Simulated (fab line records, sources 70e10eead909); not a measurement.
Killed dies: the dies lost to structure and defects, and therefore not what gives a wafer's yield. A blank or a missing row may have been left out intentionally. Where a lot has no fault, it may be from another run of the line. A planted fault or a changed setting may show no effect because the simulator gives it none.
fab line records ; flow nand_harc
record: lots: 6; wafers: 18; last_day: 24
route steps=1159 shown P_CONTACT@228 END@1159
lots that met no fault: taken from a fault-free run of the same line
start_h: hours from the record's first day to the start of the lot's first wafer shown ; wait_h: hours since the lot's step before ; " unchanged from the row above ; L1.1+2: a row that stands for several wafers ; - value missing, or start not given ; * or withheld: withheld ; < > ~ a bound
route shown NAME@n: a module of which the file shows steps, and the number in the route of the first ; usual: the fault-free wafers' mean and standard deviation ; same: alike in all rows ; chamber/n: place in a boat ; sites: each site's reading ; _std_site: standard deviation across them ; _edge_site: the outer-site mean with the inner-site mean subtracted ; radius_mm: how far each site lies from the wafer's centre ; mask NAME#n: copy n ; behind: tool/chamber where the wafer was last shaped ; hold: the reason the lot was held/the length of the hold in hours/how it ended ; device: whichever transistor did not switch (one of n, p or np) ; end of line: the tests these same wafers got at the end of their route ; a step given without rows: its recipe and nothing more ; killed: not the wafer's yield, but the dies lost to structure and defects at the first sort ; map: dies across one wafer; x = killed, . = not, _ = none there
set.NAME: the setting the step ran with; set.NAME@STEP: the setting that earlier step ran with ; model.NAME: the simulator's own value behind a step, which no gauge read
a table for each step, a row for each wafer; lots at some steps of the route
services: from which hour (start_h, from the record's first day; less than 0 if before it) a tool's chamber was out of use, for how many hours, and why
== steps ==
step: NHARC_P_CONTACT_EBR_08
step: NHARC_P_CONTACT_EXPOSE_09
recipe: na: 1.35; target_cd_nm: 90; dose_mj: 81.26; mask_id: P_CA
step: NHARC_P_CONTACT_PEB_10
recipe: peb_temp_c: 100; peb_time_s: 65
step: NHARC_P_CONTACT_DEVELOP_11
recipe: develop_time_s: 35; dev_temp_c: 23
step: NHARC_P_CONTACT_CD_MEAS_12
recipe: target_cd_nm: 90; landing_energy_ev: 500
usual: cd_nm: 89.7/0.62
lot.wafer;tool;chamber;start_h;wait_h;cd_nm
L265.1;cd_sem-02;0;124.91;-;90.0
L265.2;cd_sem-02;0;124.91;-;91.4
L265.3;cd_sem-02;0;124.91;-;90.0
L272.1;cd_sem-02;0;172.50;-;89.5
L272.2;cd_sem-02;0;172.50;-;88.7
L272.3;cd_sem-02;0;172.50;-;90.2
L278.2;cd_sem-02;0;208.56;-;89.6
L278.4;cd_sem-02;0;208.56;-;87.8
L278.5;cd_sem-02;0;208.56;-;89.0
L279.1;cd_sem-01;0;214.04;-;89.9
L279.2;cd_sem-01;0;214.04;-;88.9
L279.3;cd_sem-01;0;214.04;-;89.0
L283.1;cd_sem-03;0;234.87;-;90.4
L283.2;cd_sem-03;0;234.87;-;90.1
L283.4;cd_sem-03;0;234.87;-;89.5
L285.1;cd_sem-03;0;243.65;-;89.3
L285.2;cd_sem-03;0;243.65;-;89.4
L285.5;cd_sem-03;0;243.65;-;89.4
step: NHARC_P_CONTACT_OVL_MEAS_13
usual: overlay_x_nm: 0.0/0.83; overlay_y_nm: 0.3/0.87
lot.wafer;tool;chamber;start_h;wait_h;overlay_x_nm;overlay_y_nm
L265.1;overlay-01;-;125.00;-;-0.7;0.4
L265.2;overlay-01;-;125.00;-;-0.4;0.8
L265.3;overlay-01;-;125.00;-;-1.0;0.1
L272.1;overlay-02;-;172.58;-;-0.2;0.1
L272.2;overlay-02;-;172.58;-;-0.3;0.1
L272.3;overlay-02;-;172.58;-;-0.6;0.8
L278.2;overlay-01;-;208.65;-;-0.9;-1.8
L278.4;overlay-01;-;208.65;-;-1.0;-1.6
L278.5;overlay-01;-;208.65;-;-0.4;-1.7
L279.1;overlay-01;-;214.13;-;-0.5;-0.2
L279.2;overlay-01;-;214.13;-;-0.2;0.1
L279.3;overlay-01;-;214.13;-;0.4;-0.2
L283.1;overlay-02;-;234.97;-;-0.3;-0.3
L283.2;overlay-02;-;234.97;-;-0.1;-0.1
L283.4;overlay-02;-;234.97;-;-0.1;-0.1
L285.1;overlay-02;-;243.74;-;0.9;0.3
L285.2;overlay-02;-;243.74;-;0.4;0.2
L285.5;overlay-02;-;243.74;-;0.5;0.5
step: NHARC_P_CONTACT_INSPECT_14
usual: raw_defect_count: 3.4/2.3
lot.wafer;tool;chamber;start_h;wait_h;raw_defect_count
L265.1;defect_inspect-02;-;125.04;0.0;9
L265.2;defect_inspect-02;-;125.04;0.0;5
L265.3;defect_inspect-02;-;125.04;0.0;5
L272.1;defect_inspect-01;-;172.62;0.0;0
L272.2;defect_inspect-01;-;172.62;0.0;0
L272.3;defect_inspect-01;-;172.62;0.0;1
L278.2;defect_inspect-02;-;208.69;0.0;0
L278.4;defect_inspect-02;-;208.69;0.0;1
L278.5;defect_inspect-02;-;208.69;0.0;1
L279.1;defect_inspect-01;-;214.17;0.0;1
L279.2;defect_inspect-01;-;214.17;0.0;0
L279.3;defect_inspect-01;-;214.17;0.0;0
L283.1;defect_inspect-02;-;235.01;0.0;1
L283.2;defect_inspect-02;-;235.01;0.0;3
L283.4;defect_inspect-02;-;235.01;0.0;3
L285.1;defect_inspect-02;-;243.78;0.0;5
L285.2;defect_inspect-02;-;243.78;0.0;4
L285.5;defect_inspect-02;-;243.78;0.0;6
step: NHARC_P_CONTACT_DESCUM_17
recipe: time_s: 3; o2_flow_sccm: 200; ar_flow_sccm: 0; bias_power_w: 0; chemistry: O2
usual: drypump_motor_current_A: 5.6/0.3; mfc_ar_sccm: 0.012/0.011; oes_product_au: 1.004/0.01; rf_vpp_V: 57.7/0.91; showerhead_plenum_p_Torr: 1.89/0.075; throttle_valve_pct: 11.311/0.0085
same: bias_power_w: 0
lot.wafer;tool;chamber;start_h;wait_h;drypump_motor_current_A;mfc_ar_sccm;oes_product_au;rf_hours_counter_h;rf_vpp_V;showerhead_plenum_p_Torr;throttle_valve_pct
L265.2;rie_diel-09;0;125.10;0.1;5.5;0.006;0.998;4;59.1;2.00;11.308
L265.1;rie_diel-09;2;125.10;0.1;5.9;0;1.013;5;57.3;1.80;11.303
L265.3;rie_diel-09;3;125.10;0.1;4.9;0;1.019;4;57.6;1.93;11.306
L272.1;rie_diel-13;3;172.69;0.1;5.3;0.017;1.007;5;57.8;1.92;11.321
L272.3;rie_diel-13;0;172.69;0.1;5.5;0.012;0.994;5;58.5;1.98;11.309
L272.2;rie_diel-13;1;172.69;0.1;5.6;0.033;0.990;5;58.6;1.90;11.313
L278.2;rie_diel-13;3;208.76;0.1;5.3;0.017;1.006;8;56.3;1.92;11.298
L278.4;rie_diel-13;2;208.76;0.1;5.8;0.018;1.022;8;57.2;1.79;11.304
L278.5;rie_diel-13;0;208.76;0.1;5.5;0.012;1.000;-;58.0;1.98;11.309
L279.2;rie_diel-13;3;214.23;0.1;5.3;0.017;1.001;9;59.1;1.92;11.314
L279.1;rie_diel-13;0;214.23;0.1;5.6;0.012;0.999;8;58.6;1.98;11.322
L279.3;rie_diel-13;2;214.23;0.1;5.8;0.018;1.002;9;56.8;1.79;11.319
L283.2;rie_diel-01;0;235.07;0.1;5.7;0;1.018;32;58.9;1.93;11.293
L283.1;rie_diel-01;2;235.07;0.1;5.7;0.031;1.002;35;57.5;1.77;11.314
L283.4;rie_diel-01;3;235.07;0.1;5.9;0;0.992;28;57.0;1.81;11.304
L285.1;rie_diel-09;3;243.84;0.1;4.9;0;0.999;15;57.3;1.92;11.319
L285.2;rie_diel-09;2;243.84;0.1;5.9;0;1.047;19;58.2;1.79;11.308
L285.5;rie_diel-09;0;243.84;0.1;5.4;0.006;1.007;-;59.2;2.00;11.315
step: NHARC_P_CONTACT_ETCH_35
recipe: target_depth_a: 390; over_etch_frac: 0.3; time_s: 65; ion_energy_ev: 80; cf4_flow_sccm: 150; ar_flow_sccm: 0; rf_w: 300; bias_w: 100; chemistry: CF4
usual: drypump_motor_current_A: 5.59/0.29; mfc_ar_sccm: 0.012/0.012; oes_product_au: 1.001/0.011; rf_fwd_power_W: 297.5/1.2; rf_vpp_V: 151.1/1.1; showerhead_plenum_p_Torr: 1.75/0.064; throttle_valve_pct: 13.284/0.0092
lot.wafer;tool;chamber;start_h;wait_h;drypump_motor_current_A;mfc_ar_sccm;oes_product_au;rf_fwd_power_W;rf_hours_counter_h;rf_vpp_V;showerhead_plenum_p_Torr;throttle_valve_pct
L265.2;rie_diel-09;1;125.18;0.1;5.88;0.017;1.001;298.1;5;152.5;1.79;13.294
L265.1;rie_diel-09;3;125.18;0.1;4.87;0;1.009;296.5;4;152.7;1.78;13.265
L265.3;rie_diel-09;0;125.18;0.1;5.45;0.006;0.997;296.6;4;152.6;1.85;13.269
L272.3;rie_diel-13;1;172.77;0.1;5.60;0.033;0.988;295.7;5;151.2;1.75;13.279
L272.2;rie_diel-13;2;172.77;0.1;5.79;0.018;1.017;299.4;5;150.8;1.66;13.292
L272.1;rie_diel-13;0;172.77;0.1;5.59;0.012;1.000;298.1;5;152.0;1.82;13.286
L278.4;rie_diel-13;0;208.84;0.1;5.51;0.012;0.989;299.1;8;151.7;1.82;13.297
L278.2;rie_diel-13;3;208.84;0.1;5.30;0.017;1.002;298.2;8;151.0;1.78;13.273
L278.5;rie_diel-13;1;208.84;0.1;5.63;0.033;0.995;296.9;-;150.7;1.75;13.285
L279.2;rie_diel-13;1;214.32;0.1;5.66;0.033;1.002;296.0;8;152.4;1.75;13.287
L279.3;rie_diel-13;2;214.32;0.1;5.80;0.018;1.014;299.2;9;150.3;1.66;13.285
L279.1;rie_diel-13;3;214.32;0.1;5.30;0.017;1.000;297.2;9;152.1;1.78;13.284
L283.1;rie_diel-01;1;235.16;0.1;5.34;0;1.001;297.6;29;151.0;1.68;13.288
L283.4;rie_diel-01;2;235.16;0.1;5.75;0.031;1.013;299.2;35;149.3;1.65;13.291
L283.2;rie_diel-01;3;235.16;0.1;5.94;0;0.999;298.7;28;150.4;1.68;13.264
L285.1;rie_diel-09;2;243.94;0.1;5.92;0;1.031;296.7;19;149.6;1.66;13.280
L285.2;rie_diel-09;3;243.94;0.1;4.86;0;0.997;297.5;15;150.0;1.78;13.304
L285.5;rie_diel-09;1;243.94;0.1;5.85;0.017;0.999;298.5;-;151.2;1.79;13.275
step: NHARC_P_CONTACT_ETCH_36
recipe: target_depth_a: 2600; over_etch_frac: 0.25; time_s: 406.25; ion_energy_ev: 200; n2_flow_sccm: 150; h2_flow_sccm: 150; ar_flow_sccm: 0; rf_w: 400; bias_w: 150; chemistry: N2/H2
usual: drypump_motor_current_A: 5.6/0.31; mfc_ar_sccm: 0.012/0.011; oes_product_au: 1.003/0.011; rf_fwd_power_W: 399.3/1.4; rf_vpp_V: 429.8/2.4; showerhead_plenum_p_Torr: 2.01/0.082; throttle_valve_pct: 14.171/0.0094
lot.wafer;tool;chamber;start_h;wait_h;drypump_motor_current_A;mfc_ar_sccm;oes_product_au;rf_fwd_power_W;rf_hours_counter_h;rf_vpp_V;showerhead_plenum_p_Torr;throttle_valve_pct
L265.3;rie_diel-09;2;-;-;5.9;0;1.014;400.4;5;427.1;1.91;14.171
L265.2;rie_diel-09;3;-;-;4.9;0;1.020;401.2;4;430.8;2.05;14.165
L265.1;rie_diel-09;1;-;-;5.9;0.017;1.010;398.7;5;432.4;2.07;14.182
L272.3;rie_diel-13;0;-;-;5.6;0.012;0.996;400.8;5;432.1;2.11;14.176
L272.1;rie_diel-13;1;-;-;5.6;0.033;0.999;398.1;5;429.5;2.02;14.180
L272.2;rie_diel-13;2;-;-;5.8;0.018;1.016;401.0;5;428.2;1.91;14.177
L278.4;rie_diel-13;3;-;-;5.3;0.017;1.009;397.1;8;430.9;2.05;14.182
L278.2;rie_diel-13;0;-;-;5.6;0.012;1.010;400.7;8;430.5;2.11;14.168
L278.5;rie_diel-13;3;-;-;5.3;0.017;1.005;400.4;-;430.7;2.05;14.187
L279.3;rie_diel-13;0;-;-;5.6;0.012;1.014;397.7;8;432.8;2.11;14.184
L279.2;rie_diel-13;2;-;-;5.8;0.018;1.011;399.5;9;428.9;1.90;14.163
L279.1;rie_diel-13;3;-;-;5.3;0.017;1.000;397.4;9;430.0;2.05;14.189
L283.2;rie_diel-01;3;-;-;6.0;0;0.986;396.3;28;429.0;1.93;14.169
L283.4;rie_diel-01;1;-;-;5.4;0;1.006;400.1;29;426.9;1.92;14.184
L283.1;rie_diel-01;2;-;-;5.7;0.031;1.010;399.4;35;425.1;1.88;14.174
L285.2;rie_diel-09;2;-;-;5.9;0;1.038;399.4;19;426.8;1.91;14.163
L285.1;rie_diel-09;1;-;-;5.9;0.017;0.991;401.3;18;430.0;2.07;14.197
L285.5;rie_diel-09;2;-;-;5.9;0;1.027;398.5;-;427.0;1.91;14.171
step: NHARC_P_CONTACT_ETCH_18
recipe: target_depth_a: 4810; time_s: 240.5; c4f8_flow_sccm: 20; o2_flow_sccm: 10; ar_flow_sccm: withheld; rf_w: 600; bias_w: 1500; chemistry: C4F8/O2/Ar
usual: oes_product_au: 0.963/0.019; rf_fwd_power_W: 598.3/1.9; rf_vpp_V: 977/5.3
lot.wafer;tool;chamber;start_h;wait_h;oes_product_au;rf_fwd_power_W;rf_hours_counter_h;rf_vpp_V
L265.2;rie_diel-09;1;-;-;0.960;600.3;5;980
L265.3;rie_diel-09;2;-;-;0.975;600.5;5;971
L265.1;rie_diel-09;0;-;-;0.960;598.0;5;984
L272.3;rie_diel-13;2;-;-;0.975;599.0;5;969
L272.1;rie_diel-13;3;-;-;0.969;595.7;5;979
L272.2;rie_diel-13;0;-;-;0.978;599.7;5;982
L278.2;rie_diel-13;0;-;-;0.952;599.0;8;983
L278.4;rie_diel-13;2;-;-;0.984;597.7;8;969
L278.5;rie_diel-13;0;-;-;0.942;598.4;-;983
L279.2;rie_diel-13;1;-;-;0.968;598.3;9;976
L279.1;rie_diel-13;2;-;-;0.988;598.7;9;970
L279.3;rie_diel-13;3;-;-;0.953;598.9;9;979
L283.2;rie_diel-01;2;-;-;0.982;599.2;35;968
L283.4;rie_diel-01;3;-;-;0.902;600.4;28;972
L283.1;rie_diel-01;0;-;-;0.957;596.5;33;980
L285.1;rie_diel-09;0;-;-;0.967;596.9;16;983
L285.2;rie_diel-09;1;-;-;0.977;599.5;18;980
L285.5;rie_diel-09;3;-;-;0.956;602.3;-;978
step: NHARC_P_CONTACT_STRIP_37
recipe: c4f8_flow_sccm: withheld; o2_flow_sccm: 8; ar_flow_sccm: withheld; bias_w: 0; chemistry: C4F8/O2/Ar
step: NHARC_P_CONTACT_ETCH_31
recipe: target_depth_a: 300; time_s: 85.7; ion_energy_ev: 120; over_etch_frac: 1; ch3f_flow_sccm: 50; o2_flow_sccm: 30; ar_flow_sccm: 200; rf_w: 500; bias_w: 100; chemistry: CH3F/O2
usual: ch3f_flow_sccm: 50.02/0.15; drypump_motor_current_A: 5.63/0.28; mfc_ar_sccm: 200.0/0.58; oes_product_au: 0.981/0.016; rf_fwd_power_W: 496.6/1.7; rf_vpp_V: 243.8/1.5; showerhead_plenum_p_Torr: 2.42/0.095; throttle_valve_pct: 20.663/0.01
lot.wafer;tool;chamber;start_h;wait_h;ch3f_flow_sccm;drypump_motor_current_A;mfc_ar_sccm;oes_product_au;rf_fwd_power_W;rf_hours_counter_h;rf_vpp_V;showerhead_plenum_p_Torr;throttle_valve_pct
L265.1;rie_diel-09;0;125.84;-;50.08;5.44;200.3;0.971;495.7;5;244.9;2.57;20.669
L265.2;rie_diel-09;2;125.84;-;50.15;5.90;200.7;0.993;494.1;5;241.9;2.31;20.675
L265.3;rie_diel-09;3;125.84;-;50.02;4.85;201.4;0.982;497.3;4;244.9;2.47;20.670
L272.1;rie_diel-13;1;173.42;-;50.13;5.65;199.8;0.981;495.1;6;243.8;2.44;20.679
L272.3;rie_diel-13;2;173.42;-;49.88;5.83;200.1;0.982;497.6;5;242.4;2.31;20.645
L272.2;rie_diel-13;0;173.42;-;49.97;5.53;201.0;0.982;498.9;5;246.1;2.54;20.653
L278.4;rie_diel-13;2;209.50;-;49.73;5.78;200.4;0.671;498.2;8;240.0;2.31;20.654
L278.2;rie_diel-13;1;209.50;-;49.80;5.61;198.7;0.659;494.4;8;243.1;2.43;20.669
L278.5;rie_diel-13;2;209.50;-;49.95;5.79;200.4;0.678;501.0;-;242.3;2.31;20.661
L279.1;rie_diel-13;2;214.97;-;49.86;5.81;200.1;0.668;496.9;9;243.5;2.31;20.658
L279.3;rie_diel-13;3;214.97;-;49.64;5.32;200.8;0.662;494.5;9;244.0;2.47;20.664
L279.2;rie_diel-13;1;214.97;-;50.01;5.64;199.2;0.663;497.7;9;243.5;2.43;20.650
L283.2;rie_diel-01;2;235.81;-;50.23;5.73;200.1;0.996;496.2;36;241.6;2.28;20.652
L283.4;rie_diel-01;3;235.81;-;50.03;5.93;199.1;0.945;496.3;29;243.2;2.33;20.684
L283.1;rie_diel-01;1;235.81;-;49.90;5.36;201.1;0.990;495.9;29;242.9;2.32;20.662
L285.2;rie_diel-09;2;244.59;-;50.14;5.91;199.8;1.015;496.0;19;243.8;2.31;20.662
L285.1;rie_diel-09;0;244.59;-;49.80;5.41;199.6;1.000;496.6;16;246.6;2.57;20.665
L285.5;rie_diel-09;1;244.59;-;49.94;5.88;200.4;0.998;494.6;-;244.3;2.49;20.654
step: NHARC_P_CONTACT_CD_MEAS_19
usual: cd_nm: 89.8/2.3
lot.wafer;tool;chamber;start_h;wait_h;cd_nm
L265.1;cd_sem-01;-;125.97;-;88.0
L265.2;cd_sem-01;-;125.97;-;89.9
L265.3;cd_sem-01;-;125.97;-;88.8
L272.1;cd_sem-01;-;173.55;-;90.1
L272.2;cd_sem-01;-;173.55;-;91.5
L272.3;cd_sem-01;-;173.55;-;94.3
L278.2;cd_sem-01;-;209.64;-;93.7
L278.4;cd_sem-01;-;209.64;-;90.2
L278.5;cd_sem-01;-;209.64;-;91.4
L279.1;cd_sem-02;-;215.10;-;93.6
L279.2;cd_sem-02;-;215.10;-;91.8
L279.3;cd_sem-02;-;215.10;-;90.1
L283.1;cd_sem-03;-;235.94;-;91.0
L283.2;cd_sem-03;-;235.94;-;87.5
L283.4;cd_sem-03;-;235.94;-;87.2
L285.1;cd_sem-01;-;244.71;-;85.9
L285.2;cd_sem-01;-;244.71;-;85.8
L285.5;cd_sem-01;-;244.71;-;89.2
step: NHARC_END_SORT_01
recipe: temp_c: 25
usual: killed_at_array: 28/11; killed_at_other: 0.8/1.1; killed_at_periphery: 3.3/2.8; killed_dies: 32/11; killed_open: 3.3/1.9; killed_short: 1.9/1.4
same: gross_dies: 677
lot.wafer;tool;chamber;start_h;wait_h;killed_at_array;killed_at_other;killed_at_periphery;killed_dies;killed_open;killed_short
L278.2;prober-01;0;553.91;2.8;19;1;5;25;3;1
L278.4;prober-01;0;555.54;3.4;13;0;16;29;4;4
L278.5;prober-01;0;556.35;3.8;20;0;8;28;3;4
L285.1;prober-02;0;584.24;2.5;52;5;5;62;1;1
L285.2;prober-02;0;585.03;2.8;51;1;5;57;6;2
L285.5;prober-02;0;587.41;3.7;44;3;5;52;4;3
killed by level:class
L278.2 A_CONTACT:chamber_film_flake=8 A_CHANNEL_HOLE_D1:chamber_film_flake=5 P_CONTACT:area_etch=4 A_WL_FILL:chamber_film_flake=2 P_M0:geometric_particle:open=1 A_WL_FILL:geometric_particle:short=1 A_CONTACT:geometric_particle:open=1 A_BLC:geometric_particle:open=1
L278.4 P_CONTACT:area_etch=15 A_CONTACT:chamber_film_flake=4 A_CHANNEL_FILL_D1:geometric_particle:short=2 A_SGD_CUT:geometric_particle:open=2 A_CHANNEL_HOLE_D1:chamber_film_flake=2 P_CONTACT:geometric_particle:short=1 A_ONON_D1:geometric_particle:short=1 A_CHANNEL_FILL_D1:geometric_particle:open=1
L278.5 A_CHANNEL_HOLE_D1:chamber_film_flake=6 P_CONTACT:area_etch=6 A_CONTACT:chamber_film_flake=5 A_CHANNEL_FILL_D1:geometric_particle:short=2 P_CONTACT:geometric_particle:open=1 A_ONON_D1:geometric_particle:open=1 A_SGD_CUT:geometric_particle:short=1 A_M0:geometric_particle:open=1
L285.1 A_CHANNEL_HOLE_D1:chamber_film_flake=25 A_SLIT:chamber_film_flake=12 A_WL_FILL:chamber_film_flake=6 A_CONTACT:chamber_film_flake=6 P_STI:chamber_film_flake=4 THIN_TSV:chamber_film_flake=4 P_CONTACT:geometric_particle:open=1 STARTING-WAFER:geometric_particle:short=1
L285.2 A_CHANNEL_HOLE_D1:chamber_film_flake=23 A_SLIT:chamber_film_flake=16 A_CONTACT:chamber_film_flake=3 A_WL_FILL:geometric_particle:short=2 P_M2:chamber_film_flake=2 A_WL_FILL:chamber_film_flake=2 P_GATE:geometric_particle:open=1 P_M0:geometric_particle:open=1
L285.5 A_CHANNEL_HOLE_D1:chamber_film_flake=19 A_SLIT:chamber_film_flake=17 P_GATE:chamber_film_flake=4 THIN_TSV:chamber_film_flake=3 A_WL_FILL:geometric_particle:open=2 P_M1:geometric_particle:open=1 A_ONON_D1:geometric_particle:short=1 A_CHANNEL_HOLE_D1:geometric_particle:open=1
== services ==
tool;chamber;start_h;hours;kind
rie_diel-13;0;108.01;-;clean
rie_diel-13;1;108.01;-;clean
rie_diel-13;2;108.01;-;clean
rie_diel-13;3;108.01;-;clean
rie_diel-09;3;115.37;3.9;repair
rie_diel-13;0;132.51;-;clean
rie_diel-13;1;132.51;-;clean
rie_diel-13;2;132.51;-;clean
rie_diel-13;3;132.51;-;clean
rie_diel-01;-;137.85;9.0;pm
rie_diel-09;0;152.01;9.6;repair
rie_diel-01;-;152.35;4.5;repair
rie_diel-13;0;157.01;-;clean
rie_diel-13;1;157.01;-;clean
rie_diel-13;2;157.01;-;clean
rie_diel-13;3;157.01;-;clean
rie_diel-01;0;159.23;6.3;repair
rie_diel-09;-;160.46;0.9;repair
rie_diel-09;3;165.20;11.1;repair
rie_diel-01;1;179.86;7.3;repair
rie_diel-01;1;215.95;7.9;repair
rie_diel-01;3;219.31;15.7;repair
rie_diel-09;1;220.08;3.0;repair
rie_diel-13;-;237.10;0.2;repair
== key ==
first_sign: step: NHARC_P_CONTACT_ETCH_31; reading: oes_product_au; direction: down; sigmas: 20; usual: 0.981; struck: 0.667
effect: step: NHARC_END_SORT_01; reading: killed_at_periphery; direction: up; sigmas: 2.3; usual: 3.3; struck: 9.7; wafers_moved: 2
met_at NHARC_P_CONTACT_ETCH_31
struck_wafers L278.2,L278.4,L278.5,L279.1,L279.2,L279.3
rows_end L279.1,L279.2,L279.3
tester_left_out L278
onset_between 173.42 209.50
fault: kind: process_parameter_drift; tool: rie_diel-13; chamber: -; onset_h: 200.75; steps: NHARC_P_CONTACT_ETCH_31; channel: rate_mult; offset: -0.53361; shape: step
tester_left_out: of these lots the tester's yield and bins aren't shown, on N5 and GAA mostly nor the transistor test; their killed dies are dies lost to structure and defects alone, not to doping, threshold or leakage, so they don't give the yield
rows_end: these wafers met a further fault down the route, and their rows from its step on are left out
